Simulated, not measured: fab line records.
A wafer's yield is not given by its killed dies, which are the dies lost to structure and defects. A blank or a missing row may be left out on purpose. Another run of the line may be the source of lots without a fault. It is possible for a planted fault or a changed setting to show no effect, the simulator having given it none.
What tool caused it? || flow n5_finfet || 7 lots, 21 wafers sampled, at 7 steps of a route of 1938

## WHAT THE GAUGES SHOWED, per wafer
N5_BEOL_M13_THK_MEAS_50: measures by xrf.
{"lot": "L130", "measured": "day 11 09:35", "on": "film_metro-02", "M13_THK (nm)": "425 422 438"}
{"lot": "L132", "measured": "day 11 12:50", "on": "film_metro-01", "M13_THK (nm)": "429 425 429"}
{"lot": "L134", "measured": "day 12 18:58", "on": "film_metro-01", "M13_THK (nm)": "417 419 419"}
{"lot": "L146", "measured": "day 15 10:53", "on": "film_metro-02", "M13_THK (nm)": "356 433 422"}
{"lot": "L145", "measured": "day 15 12:27", "on": "film_metro-02", "M13_THK (nm)": "351 424 424"}
{"lot": "L149", "measured": "day 16 05:47", "on": "film_metro-02", "M13_THK (nm)": "425 413 418"}
{"lot": "L151", "measured": "day 16 17:34", "on": "film_metro-01", "M13_THK (nm)": "424 424 421"}

N5_BEOL_M13_RS_MEAS_54: uses a four-point probe to measure.
{"lot": "L130", "measured": "day 11 09:43", "on": "film_metro-01", "M13_RS (ohm/sq)": "0.0444 0.0448 0.0431"}
{"lot": "L132", "measured": "day 11 12:58", "on": "film_metro-01", "M13_RS (ohm/sq)": "0.0438 0.0444 0.0438"}
{"lot": "L134", "measured": "day 12 19:05", "on": "film_metro-02", "M13_RS (ohm/sq)": "0.0452 0.0447 0.0450"}
{"lot": "L146", "measured": "day 15 11:01", "on": "film_metro-02", "M13_RS (ohm/sq)": "0.0538 0.0437 0.0447"}
{"lot": "L145", "measured": "day 15 12:35", "on": "film_metro-02", "M13_RS (ohm/sq)": "0.0534 0.0441 0.0440"}
{"lot": "L149", "measured": "day 16 05:54", "on": "film_metro-02", "M13_RS (ohm/sq)": "0.0442 0.0455 0.0450"}
{"lot": "L151", "measured": "day 16 17:42", "on": "film_metro-01", "M13_RS (ohm/sq)": "0.0446 0.0442 0.0448"}

N5_BEOL_M13_INSPECT_55: inspects for defects (darkfield).
{"lot": "L130", "measured": "day 11 09:44", "on": "defect_inspect-02", "raw_defect_count": "61 101 75"}
{"lot": "L132", "measured": "day 11 12:59", "on": "defect_inspect-01", "raw_defect_count": "67 57 73"}
{"lot": "L134", "measured": "day 12 19:07", "on": "defect_inspect-01", "raw_defect_count": "21 50 62"}
{"lot": "L146", "measured": "day 15 11:02", "on": "defect_inspect-01", "raw_defect_count": "54 90 97"}
{"lot": "L145", "measured": "day 15 12:37", "on": "defect_inspect-02", "raw_defect_count": "63 33 40"}
{"lot": "L149", "measured": "day 16 05:56", "on": "defect_inspect-02", "raw_defect_count": "75 76 68"}
{"lot": "L151", "measured": "day 16 17:44", "on": "defect_inspect-02", "raw_defect_count": "55 68 109"}

N5_BEOL_M15_RC_MEAS_101.
{"lot": "L130", "measured": "day 11 22:10", "on": "prober-01", "COMB_M10 (S/m)": "1.17e-11 1.94e-11 1.25e-11", "COMB_M10_max_site (S/m)": "1.9e-11 2.5e-11 1.9e-11", "COMB_M11 (S/m)": "1.24e-11 1.2e-11 1.02e-11", "COMB_M12 (S/m)": "6.1e-12 1.1e-11 7e-12", "COMB_M14 (S/m)": "6.2e-12 5e-12 5.5e-12", "COMB_M15 (S/m)": "3.1e-12 2.7e-12 3.1e-12", "COMB_M5 (S/m)": "3.6e-11 3.2e-11 3.1e-11", "COMB_M6 (S/m)": "2.7e-11 2.1e-11 2e-11", "COMB_M6_max_site (S/m)": "5.3e-11 2.6e-11 4e-11", "COMB_M7 (S/m)": "2.6e-11 2.6e-11 2.3e-11", "COMB_M7_max_site (S/m)": "3.3e-11 3.3e-11 3e-11", "COMB_M8 (S/m)": "3.5e-11 3.5e-11 2.6e-11", "COMB_M9 (S/m)": "2e-11 1.44e-11 1.33e-11", "SERP_M10 (ohm/um)": "3.12 3.24 3.10", "SERP_M11 (ohm/um)": "3.20 3.10 3.05", "SERP_M12 (ohm/um)": "0.640 0.647 0.625", "SERP_M13 (ohm/um)": "0.305 0.304 0.296", "SERP_M13_max_site (ohm/um)": "0.310 0.311 0.298", "SERP_M14 (ohm/um)": "0.1576 0.1616 0.1619", "SERP_M5 (ohm/um)": "38.8 37.6 38.4", "SERP_M6 (ohm/um)": "13.4 13.6 13.3", "SERP_M7 (ohm/um)": "13.8 13.3 14.2", "SERP_M8 (ohm/um)": "14.3 14.1 14.6", "SERP_M8_max_site (ohm/um)": "15.3 15.5 15.0", "SERP_M9 (ohm/um)": "3.11 3.06 3.02"}
{"lot": "L132", "measured": "day 12 00:04", "on": "prober-02", "COMB_M10 (S/m)": "9.6e-12 1.25e-11 1.73e-11", "COMB_M10_max_site (S/m)": "1.3e-11 1.9e-11 2.2e-11", "COMB_M11 (S/m)": "1.83e-11 1.94e-11 1.82e-11", "COMB_M12 (S/m)": "7.9e-12 9.2e-12 6.8e-12", "COMB_M14 (S/m)": "6e-12 4.1e-12 5.9e-12", "COMB_M15 (S/m)": "4e-12 3e-12 4e-12", "COMB_M5 (S/m)": "4.1e-11 2.8e-11 3.6e-11", "COMB_M6 (S/m)": "2e-11 1.8e-11 2.6e-11", "COMB_M6_max_site (S/m)": "2.7e-11 2.5e-11 3.6e-11", "COMB_M7 (S/m)": "2.7e-11 3.4e-11 3.2e-11", "COMB_M7_max_site (S/m)": "4.4e-11 4.1e-11 6.2e-11", "COMB_M8 (S/m)": "2.3e-11 2.1e-11 2.2e-11", "COMB_M9 (S/m)": "1.55e-11 1.42e-11 1.99e-11", "SERP_M10 (ohm/um)": "3.03 2.99 3.06", "SERP_M11 (ohm/um)": "3.07 3.08 2.95", "SERP_M12 (ohm/um)": "0.626 0.644 0.659", "SERP_M13 (ohm/um)": "0.300 0.304 0.299", "SERP_M13_max_site (ohm/um)": "0.305 0.308 0.301", "SERP_M14 (ohm/um)": "0.1585 0.1607 0.1609", "SERP_M5 (ohm/um)": "38.1 39.2 37.5", "SERP_M6 (ohm/um)": "13.8 13.6 14.1", "SERP_M7 (ohm/um)": "13.6 13.7 13.8", "SERP_M8 (ohm/um)": "13.8 14.2 13.8", "SERP_M8_max_site (ohm/um)": "14.2 14.8 14.5", "SERP_M9 (ohm/um)": "2.99 3.04 3.08"}
{"lot": "L134", "measured": "day 13 13:26", "on": "prober-01", "COMB_M10 (S/m)": "9.7e-12 1.29e-11 1.26e-11", "COMB_M10_max_site (S/m)": "1.6e-11 1.7e-11 1.8e-11", "COMB_M11 (S/m)": "1.83e-11 1.45e-11 1.74e-11", "COMB_M12 (S/m)": "6.8e-12 6.6e-12 6e-12", "COMB_M14 (S/m)": "3.2e-12 4e-12 3e-12", "COMB_M15 (S/m)": "2.2e-12 2.8e-12 2.1e-12", "COMB_M5 (S/m)": "3.4e-11 4.2e-11 3.7e-11", "COMB_M6 (S/m)": "3.7e-11 2.4e-11 2.1e-11", "COMB_M6_max_site (S/m)": "5.4e-11 3.3e-11 3.8e-11", "COMB_M7 (S/m)": "2.6e-11 2.2e-11 2.3e-11", "COMB_M7_max_site (S/m)": "3e-11 2.8e-11 3.2e-11", "COMB_M8 (S/m)": "1.9e-11 2.1e-11 2.3e-11", "COMB_M9 (S/m)": "2.45e-11 1.64e-11 1.53e-11", "SERP_M10 (ohm/um)": "3.08 3.12 3.21", "SERP_M11 (ohm/um)": "3.14 3.08 3.08", "SERP_M12 (ohm/um)": "0.632 0.626 0.642", "SERP_M13 (ohm/um)": "0.310 0.307 0.306", "SERP_M13_max_site (ohm/um)": "0.312 0.309 0.312", "SERP_M14 (ohm/um)": "0.1700 0.1703 0.1645", "SERP_M5 (ohm/um)": "39.0 39.4 40.2", "SERP_M6 (ohm/um)": "14.1 14.6 13.4", "SERP_M7 (ohm/um)": "14.6 14.1 14.2", "SERP_M8 (ohm/um)": "14.4 13.7 13.6", "SERP_M8_max_site (ohm/um)": "14.6 14.1 14.6", "SERP_M9 (ohm/um)": "2.95 2.90 3.05"}
{"lot": "L146", "measured": "day 15 23:38", "on": "prober-01", "COMB_M10 (S/m)": "1.55e-11 1.72e-11 1.75e-11", "COMB_M10_max_site (S/m)": "2.1e-11 2.2e-11 2.2e-11", "COMB_M11 (S/m)": "1.37e-11 1.11e-11 1.72e-11", "COMB_M12 (S/m)": "5.4e-12 7e-12 5.4e-12", "COMB_M14 (S/m)": "3.7e-12 4.5e-12 3.1e-12", "COMB_M15 (S/m)": "3.3e-12 3.3e-12 3e-12", "COMB_M5 (S/m)": "2.5e-11 2.4e-11 2.5e-11", "COMB_M6 (S/m)": "2.8e-11 2e-11 3.3e-11", "COMB_M6_max_site (S/m)": "3.7e-11 3e-11 4.7e-11", "COMB_M7 (S/m)": "1.6e-11 2.3e-11 2e-11", "COMB_M7_max_site (S/m)": "3.2e-11 4e-11 3e-11", "COMB_M8 (S/m)": "2.3e-11 3.1e-11 2.4e-11", "COMB_M9 (S/m)": "2.32e-11 1.34e-11 1.72e-11", "SERP_M10 (ohm/um)": "3.10 3.04 3.10", "SERP_M11 (ohm/um)": "3.03 3.03 3.09", "SERP_M12 (ohm/um)": "0.620 0.642 0.641", "SERP_M13 (ohm/um)": "0.372 0.300 0.308", "SERP_M13_max_site (ohm/um)": "0.376 0.303 0.311", "SERP_M14 (ohm/um)": "0.1616 0.1565 0.1613", "SERP_M5 (ohm/um)": "36.4 36.4 35.4", "SERP_M6 (ohm/um)": "13.8 13.7 14.0", "SERP_M7 (ohm/um)": "14.3 13.5 14.0", "SERP_M8 (ohm/um)": "14.1 13.7 13.6", "SERP_M8_max_site (ohm/um)": "14.5 14.1 14.2", "SERP_M9 (ohm/um)": "3.07 3.10 2.89"}
{"lot": "L145", "measured": "day 16 06:56", "on": "prober-02", "COMB_M10 (S/m)": "1.13e-11 1.56e-11 1.93e-11", "COMB_M10_max_site (S/m)": "2e-11 2.2e-11 2.2e-11", "COMB_M11 (S/m)": "1.8e-11 1.32e-11 1.46e-11", "COMB_M12 (S/m)": "7.9e-12 1.09e-11 8.5e-12", "COMB_M14 (S/m)": "4e-12 4.6e-12 4.4e-12", "COMB_M15 (S/m)": "3.9e-12 3.1e-12 3.3e-12", "COMB_M5 (S/m)": "3.2e-11 3.9e-11 3e-11", "COMB_M6 (S/m)": "2.2e-11 3.1e-11 3.1e-11", "COMB_M6_max_site (S/m)": "3.2e-11 3.6e-11 4.2e-11", "COMB_M7 (S/m)": "2.1e-11 2.6e-11 2e-11", "COMB_M7_max_site (S/m)": "2.7e-11 3.3e-11 4.4e-11", "COMB_M8 (S/m)": "2.9e-11 2.4e-11 2.7e-11", "COMB_M9 (S/m)": "1.25e-11 1.03e-11 1.51e-11", "SERP_M10 (ohm/um)": "3.13 3.04 3.13", "SERP_M11 (ohm/um)": "3.00 3.02 3.04", "SERP_M12 (ohm/um)": "0.631 0.634 0.648", "SERP_M13 (ohm/um)": "0.371 0.302 0.304", "SERP_M13_max_site (ohm/um)": "0.374 0.306 0.306", "SERP_M14 (ohm/um)": "0.1596 0.1637 0.1612", "SERP_M5 (ohm/um)": "40.2 39.2 38.7", "SERP_M6 (ohm/um)": "14.2 13.6 14.6", "SERP_M7 (ohm/um)": "13.1 13.0 13.9", "SERP_M8 (ohm/um)": "13.8 13.8 13.4", "SERP_M8_max_site (ohm/um)": "14.1 14.6 14.7", "SERP_M9 (ohm/um)": "3.06 2.95 3.09"}
{"lot": "L149", "measured": "day 16 17:32", "on": "prober-02", "COMB_M10 (S/m)": "1.32e-11 1.6e-11 1.47e-11", "COMB_M10_max_site (S/m)": "2.1e-11 2.1e-11 2.1e-11", "COMB_M11 (S/m)": "1.32e-11 1.75e-11 1.37e-11", "COMB_M12 (S/m)": "7.7e-12 6.6e-12 9.2e-12", "COMB_M14 (S/m)": "4.5e-12 3.4e-12 4.4e-12", "COMB_M15 (S/m)": "3.4e-12 2.9e-12 3.3e-12", "COMB_M5 (S/m)": "3.8e-11 3.9e-11 3.1e-11", "COMB_M6 (S/m)": "3.8e-11 3.5e-11 2.8e-11", "COMB_M6_max_site (S/m)": "5e-11 4.5e-11 5.1e-11", "COMB_M7 (S/m)": "2.7e-11 3.3e-11 2.9e-11", "COMB_M7_max_site (S/m)": "4.3e-11 4.4e-11 3.4e-11", "COMB_M8 (S/m)": "3.6e-11 2.9e-11 4.1e-11", "COMB_M9 (S/m)": "1.81e-11 1.78e-11 1.08e-11", "SERP_M10 (ohm/um)": "3.02 3.13 2.99", "SERP_M11 (ohm/um)": "3.08 2.99 3.03", "SERP_M12 (ohm/um)": "0.636 0.640 0.631", "SERP_M13 (ohm/um)": "0.302 0.315 0.309", "SERP_M13_max_site (ohm/um)": "0.304 0.319 0.313", "SERP_M14 (ohm/um)": "0.1630 0.1582 0.1625", "SERP_M5 (ohm/um)": "40.1 39.0 40.0", "SERP_M6 (ohm/um)": "14.0 13.6 13.4", "SERP_M7 (ohm/um)": "13.1 14.1 13.9", "SERP_M8 (ohm/um)": "14.2 14.3 13.8", "SERP_M8_max_site (ohm/um)": "14.8 15.8 14.4", "SERP_M9 (ohm/um)": "3.12 3.07 3.08"}
{"lot": "L151", "measured": "day 17 06:19", "on": "prober-02", "COMB_M10 (S/m)": "1.43e-11 1.24e-11 1.52e-11", "COMB_M10_max_site (S/m)": "2.2e-11 1.4e-11 1.9e-11", "COMB_M11 (S/m)": "1.04e-11 1.43e-11 1.1e-11", "COMB_M12 (S/m)": "8.4e-12 8.6e-12 7.3e-12", "COMB_M14 (S/m)": "5.1e-12 4.1e-12 4.9e-12", "COMB_M15 (S/m)": "2.8e-12 3.5e-12 4e-12", "COMB_M5 (S/m)": "3.9e-11 3.3e-11 3.6e-11", "COMB_M6 (S/m)": "2.3e-11 2.3e-11 2.6e-11", "COMB_M6_max_site (S/m)": "3.3e-11 2.9e-11 3.5e-11", "COMB_M7 (S/m)": "2.8e-11 2.3e-11 2.5e-11", "COMB_M7_max_site (S/m)": "4.1e-11 3.2e-11 2.7e-11", "COMB_M8 (S/m)": "2.3e-11 2.1e-11 2.6e-11", "COMB_M9 (S/m)": "1.63e-11 1.7e-11 1.65e-11", "SERP_M10 (ohm/um)": "2.99 3.10 3.07", "SERP_M11 (ohm/um)": "3.03 3.10 3.07", "SERP_M12 (ohm/um)": "0.631 0.639 0.631", "SERP_M13 (ohm/um)": "0.304 0.302 0.306", "SERP_M13_max_site (ohm/um)": "0.310 0.305 0.308", "SERP_M14 (ohm/um)": "0.1597 0.1636 0.1625", "SERP_M5 (ohm/um)": "37.4 38.6 38.3", "SERP_M6 (ohm/um)": "14.1 14.0 14.1", "SERP_M7 (ohm/um)": "12.9 13.5 13.6", "SERP_M8 (ohm/um)": "14.1 14.1 14.2", "SERP_M8_max_site (ohm/um)": "14.6 14.3 14.6", "SERP_M9 (ohm/um)": "3.11 2.99 3.07"}

## EACH LOT AND THE TOOL THAT RAN IT (in order: tool; ch and the chambers of the sampled wafers; start)
{"lot": "L130", "N5_BEOL_M13_ILD_DEP_00": "pecvd-03 ch 0,1, day 11 04:34", "N5_BEOL_M13_ETCH_68": "rie_diel-03 ch 0,1,2, day 11 06:25", "N5_BEOL_M13_ECD_47": "ecd_cu-02 ch 0,1, day 11 08:31"}
{"lot": "L132", "N5_BEOL_M13_ILD_DEP_00": "pecvd-01 ch 0,2, day 11 08:04", "N5_BEOL_M13_ETCH_68": "rie_diel-01 ch 1,2,3, day 11 10:22", "N5_BEOL_M13_ECD_47": "ecd_cu-02 ch 0,1, day 11 12:07"}
{"lot": "L134", "N5_BEOL_M13_ILD_DEP_00": "pecvd-03 ch 1,2, day 12 13:49", "N5_BEOL_M13_ETCH_68": "rie_diel-04 ch 0,1, day 12 15:29", "N5_BEOL_M13_ECD_47": "ecd_cu-02 ch 0,1, day 12 18:15"}
{"lot": "L146", "N5_BEOL_M13_ILD_DEP_00": "pecvd-01 ch 0,1,2, day 15 06:32", "N5_BEOL_M13_ETCH_68": "rie_diel-03 ch 0,2,3, day 15 08:29", "N5_BEOL_M13_ECD_47": "ecd_cu-02 ch 0,1, day 15 09:52"}
{"lot": "L145", "N5_BEOL_M13_ILD_DEP_00": "pecvd-02 ch 0,1,2, day 15 06:49", "N5_BEOL_M13_ETCH_68": "rie_diel-01 ch 0,1,2, day 15 08:51", "N5_BEOL_M13_ECD_47": "ecd_cu-02 ch 1, day 15 11:42"}
{"lot": "L149", "N5_BEOL_M13_ILD_DEP_00": "pecvd-02 ch 0,1, day 16 00:36", "N5_BEOL_M13_ETCH_68": "rie_diel-04 ch 1,2,3, day 16 02:40", "N5_BEOL_M13_ECD_47": "ecd_cu-01 ch 0,1, day 16 05:02"}
{"lot": "L151", "N5_BEOL_M13_ILD_DEP_00": "pecvd-02 ch 0,1,2, day 16 11:47", "N5_BEOL_M13_ETCH_68": "rie_diel-04 ch 0,1,3, day 16 14:02", "N5_BEOL_M13_ECD_47": "ecd_cu-01 ch 0,1, day 16 16:43"}
- N5_BEOL_M13_ILD_DEP_00: deposits SiOC from DEMS/O2, target thk 837.92 nm, time 166.4 s.
- N5_BEOL_M13_ETCH_68: etches SOC in N2/H2, time 355 s.
- N5_BEOL_M13_ECD_47: material Cu, target thk 936 nm.

## AS READ BY THE TOOLS THEMSELVES (means over the sampled wafers that have a number; for cases with no such wafer, the mark the record gives instead)
N5_BEOL_M13_ILD_DEP_00.
{"lot": "L130", "tool": "pecvd-03", "heater_power_w (W)": 551, "showerhead_plenum_p_Torr (Torr)": 5.707, "throttle_valve_pct (%)": 12.1}
{"lot": "L132", "tool": "pecvd-01", "heater_power_w (W)": 515, "showerhead_plenum_p_Torr (Torr)": 5.691, "throttle_valve_pct (%)": 12.6}
{"lot": "L134", "tool": "pecvd-03", "heater_power_w (W)": 486, "showerhead_plenum_p_Torr (Torr)": 5.706, "throttle_valve_pct (%)": 11.9}
{"lot": "L146", "tool": "pecvd-01", "heater_power_w (W)": 462, "showerhead_plenum_p_Torr (Torr)": 5.694, "throttle_valve_pct (%)": 12.6}
{"lot": "L145", "tool": "pecvd-02", "heater_power_w (W)": 477, "showerhead_plenum_p_Torr (Torr)": 5.696, "throttle_valve_pct (%)": 11.8}
{"lot": "L149", "tool": "pecvd-02", "heater_power_w (W)": 510, "showerhead_plenum_p_Torr (Torr)": 5.684, "throttle_valve_pct (%)": 12.0}
{"lot": "L151", "tool": "pecvd-02", "heater_power_w (W)": 479, "showerhead_plenum_p_Torr (Torr)": 5.697, "throttle_valve_pct (%)": 11.7}

N5_BEOL_M13_ETCH_68.
{"lot": "L130", "tool": "rie_diel-03", "bias_w (W)": 350.6, "drypump_motor_current_A (A)": 5.5, "h2_flow_sccm (sccm)": 199.7, "oes_product_au (a.u.)": 0.87, "rf_vpp_V (V)": 527.1, "showerhead_plenum_p_Torr (Torr)": 2.65, "throttle_valve_pct (%)": 17.76}
{"lot": "L132", "tool": "rie_diel-01", "bias_w (W)": 350.1, "drypump_motor_current_A (A)": 5.6, "h2_flow_sccm (sccm)": 199.9, "oes_product_au (a.u.)": 0.87, "rf_vpp_V (V)": 525.7, "showerhead_plenum_p_Torr (Torr)": 2.59, "throttle_valve_pct (%)": 17.53}
{"lot": "L134", "tool": "rie_diel-04", "bias_w (W)": 349.2, "drypump_motor_current_A (A)": 5.7, "h2_flow_sccm (sccm)": 200.7, "oes_product_au (a.u.)": 0.89, "rf_vpp_V (V)": 524.2, "showerhead_plenum_p_Torr (Torr)": 2.55, "throttle_valve_pct (%)": 17.55}
{"lot": "L146", "tool": "rie_diel-03", "bias_w (W)": 350.0, "drypump_motor_current_A (A)": 5.1, "h2_flow_sccm (sccm)": 200.1, "oes_product_au (a.u.)": 0.82, "rf_vpp_V (V)": 525.2, "showerhead_plenum_p_Torr (Torr)": 2.61, "throttle_valve_pct (%)": 17.91}
{"lot": "L145", "tool": "rie_diel-01", "bias_w (W)": 350.2, "drypump_motor_current_A (A)": 5.5, "h2_flow_sccm (sccm)": 199.7, "oes_product_au (a.u.)": 0.83, "rf_vpp_V (V)": 525.2, "showerhead_plenum_p_Torr (Torr)": 2.61, "throttle_valve_pct (%)": 17.64}
{"lot": "L149", "tool": "rie_diel-04", "bias_w (W)": 350.1, "drypump_motor_current_A (A)": 6.0, "h2_flow_sccm (sccm)": 199.9, "oes_product_au (a.u.)": 0.88, "rf_vpp_V (V)": 525.4, "showerhead_plenum_p_Torr (Torr)": 2.58, "throttle_valve_pct (%)": 17.54}
{"lot": "L151", "tool": "rie_diel-04", "bias_w (W)": 349.4, "drypump_motor_current_A (A)": 6.0, "h2_flow_sccm (sccm)": 200.2, "oes_product_au (a.u.)": 0.85, "rf_vpp_V (V)": 523.7, "showerhead_plenum_p_Torr (Torr)": 2.58, "throttle_valve_pct (%)": 17.56}

## THE ANSWER, worked out from the rows above alone
Rule: what is usual is taken from the lots themselves. The widest of any qualifying gaps counts: lots, ordered by their means at a reading, are off when they make up no more than a third of the lots, leave a main group of 4 or more, and stand apart from it by 3 or more times the standard deviation of that group's means. A main group is skipped when, at the precision printed for the reading in the tables above, its means are all equal. Also off: a lot with no number at a reading for which 4 or more lots have one. Any other lot the step has rows for is counted as sound. Order of review: gauges by route order, followed by the tools' own readings, for which a lot's mean as printed above is used. The first step at which some lot is off is used, and at that step the reading that is off furthest; a lot without a number counts as furthest.
Off: at N5_BEOL_M13_THK_MEAS_50 (M13_THK), L146, L145. Mean 423 nm and standard deviation 4.3 in the main group.
A tool fits if, at a process step before that reading, it ran every lot that is off, and no sound lot after the first of them. Not tried: the gauges at N5_BEOL_M13_THK_MEAS_50; whatever is off there is also off at N5_BEOL_M15_RC_MEAS_101, on other tools, and gauge error can't account for it. One candidate fits, namely ecd_cu-02 at N5_BEOL_M13_ECD_47. A fault onset in the window from L134 (day 12 18:15, its last sound lot) to L146 (day 15 09:52, its first lot off) fits.

## WHAT THE SIMULATOR HAD INSERTED
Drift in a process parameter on ecd_cu-02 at N5_BEOL_M13_ECD_47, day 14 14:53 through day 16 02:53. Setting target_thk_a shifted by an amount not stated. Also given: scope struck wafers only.
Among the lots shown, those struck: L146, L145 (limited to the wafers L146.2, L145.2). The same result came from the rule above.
